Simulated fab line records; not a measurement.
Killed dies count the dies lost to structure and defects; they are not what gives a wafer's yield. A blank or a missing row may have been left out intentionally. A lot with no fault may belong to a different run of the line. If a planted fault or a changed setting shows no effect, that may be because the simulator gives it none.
Split-lot experiment -- flow n5Finfet -- on a route of 1938 steps: 7 lots, 21 wafers read

## THE SPLIT
At N5_GATE_CUT_COAT_07 (resist thk 30 nm), the setting spinRpm was moved away from the recipe's 1500 rpm on 7 of the 21 wafers read, by -9.7% to +11.0%. The other wafers ran this setting at the recipe's value.

## FROM THE SPLIT TO THE READING: what the file shows between them, 2 steps
- N5_GATE_CUT_DESCUM_18: chemistry O2, time 7 s (also split here: timeS)
- N5_GATE_CUT_ETCH_28: etches underlayer in N2/H2, target depth 13 nm, time 10.4 s

## THE READING
CAR-EUV_of_GATE_CUT_COAT_07.thkNm (the simulator's own value, which no gauge read), in nm, at N5_GATE_CUT_ETCH_36 (etches SiARC in CF4, target depth 13 nm, time 21.7 s). The file does not state a usual value for it. Average 6.9 nm, standard deviation 0.4 nm, over the 14 wafers here run with the recipe.

wafer,"tool, chamber at the split","spinRpm as run, rpm",against the recipe,"CAR-EUV_of_GATE_CUT_COAT_07.thkNm, nm",against lot-mates on the recipe
L077.1,"lithoTrack-02, 0",1595,+6.3%,5.8,-1.8
L077.3,"lithoTrack-02, 0",1500,recipe,7.6,-
L077.6,"lithoTrack-02, 0",1595,+6.3%,6.6,-1.0
L078.1,"lithoTrack-02, 0",1500,recipe,7,-
L078.5,"lithoTrack-02, 0",1500,recipe,7,-
L078.3,"lithoTrack-02, 0",1500,recipe,6.8,-
L079.1,"lithoTrack-02, 0",1500,recipe,7,-
L079.5,"lithoTrack-02, 0",1500,recipe,7,-
L079.4,"lithoTrack-02, 0",1500,recipe,6.2,-
L088.1,"lithoTrack-05, 0",1354,-9.7%,8.6,+1.2
L088.2,"lithoTrack-05, 0",1500,recipe,7.8,-
L088.5,"lithoTrack-05, 0",1500,recipe,7,-
L089.3,"lithoTrack-04, 0",1593,+6.2%,6,-0.9
L089.4,"lithoTrack-04, 0",1500,recipe,7,-
L089.5,"lithoTrack-04, 0",1500,recipe,6.8,-
L090.1,"lithoTrack-02, 0",1500,recipe,6.4,-
L090.5,"lithoTrack-02, 0",1500,recipe,6.8,-
L090.6,"lithoTrack-02, 0",1398,-6.8%,7.2,+0.6
L097.3,"lithoTrack-02, 0",1665,+11.0%,5.4,-1.2
L097.4,"lithoTrack-02, 0",1500,recipe,6.6,-
L097.5,"lithoTrack-02, 0",1665,+11.0%,5,-1.6

FIT RESULTS
A straight line over all 21 wafers: CAR-EUV_of_GATE_CUT_COAT_07.thkNm changes by -0.141 nm for each +1% of spinRpm; r = -0.86; the points scatter about the line by 0.42 nm.
The same after taking each lot's own level away (the mean of its wafers on the recipe; 21 wafers): -0.136 nm for each +1%; r = -0.91; scatter 0.32 nm.
The reading moves by 1.5 nm for the largest change in spinRpm, on that fit.
The lots' own levels span 6.60 to 7.60 nm, that is 2.5 times the standard deviation above.
So the lot-to-lot level changes the slope little: the two slopes agree.
Check: -1.69 nm against its lot-mates is what the line predicts for one of the wafers moved furthest among these (+11.0%) when that wafer is left out of the fit. Against them it came out at -1.2 nm.

## OTHER SPLITS ON THESE WAFERS
Note: prior to the reading, these wafers also went through further splits. Each is held against what the fit with the lots' levels taken away leaves over:
other split on the same wafers,wafers away from the commonest value,r with CAR-EUV_of_GATE_CUT_COAT_07.thkNm (lot level and that fit taken away)
N5_SDB_COAT_05 spinRpm,9,-0.06
N5_HKMG_FIN_COAT_43 spinRpm,5,+0.10
N5_GATE_CUT_DESCUM_18 timeS,8,-0.40

## THE WHOLE CHAIN: every reading that the file lists as answering this split, in the file's order
step,what it does,reading,change (the file's fit),r (the file's)
N5_GATE_CUT_COAT_07,resist thk 30 nm,"CAR-EUV_of_GATE_CUT_COAT_07.thkNm (the simulator's own value, which no gauge read)",-0.147 nm for each +1% of the setting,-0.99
N5_GATE_CUT_DESCUM_18,"chemistry O2, time 7 s","CAR-EUV_of_GATE_CUT_COAT_07.thkNm (the simulator's own value, which no gauge read)",-0.142 nm for each +1% of the setting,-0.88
N5_GATE_CUT_ETCH_36,"etches SiARC in CF4, target depth 13 nm, time 21.7 s","CAR-EUV_of_GATE_CUT_COAT_07.thkNm (the simulator's own value, which no gauge read)",-0.134 nm for each +1% of the setting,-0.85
N5_GATE_CUT_ETCH_28,"etches underlayer in N2/H2, target depth 13 nm, time 10.4 s","CAR-EUV_of_GATE_CUT_COAT_07.thkNm (the simulator's own value, which no gauge read)","-0.154 nm for each +1% of the setting, in a fit together with timeS@GATE_CUT_DESCUM_18",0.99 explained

## THE FILE'S OWN FIT
CAR-EUV_of_GATE_CUT_COAT_07.thkNm changes by -0.134 nm for each +1% of spinRpm, r = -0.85.
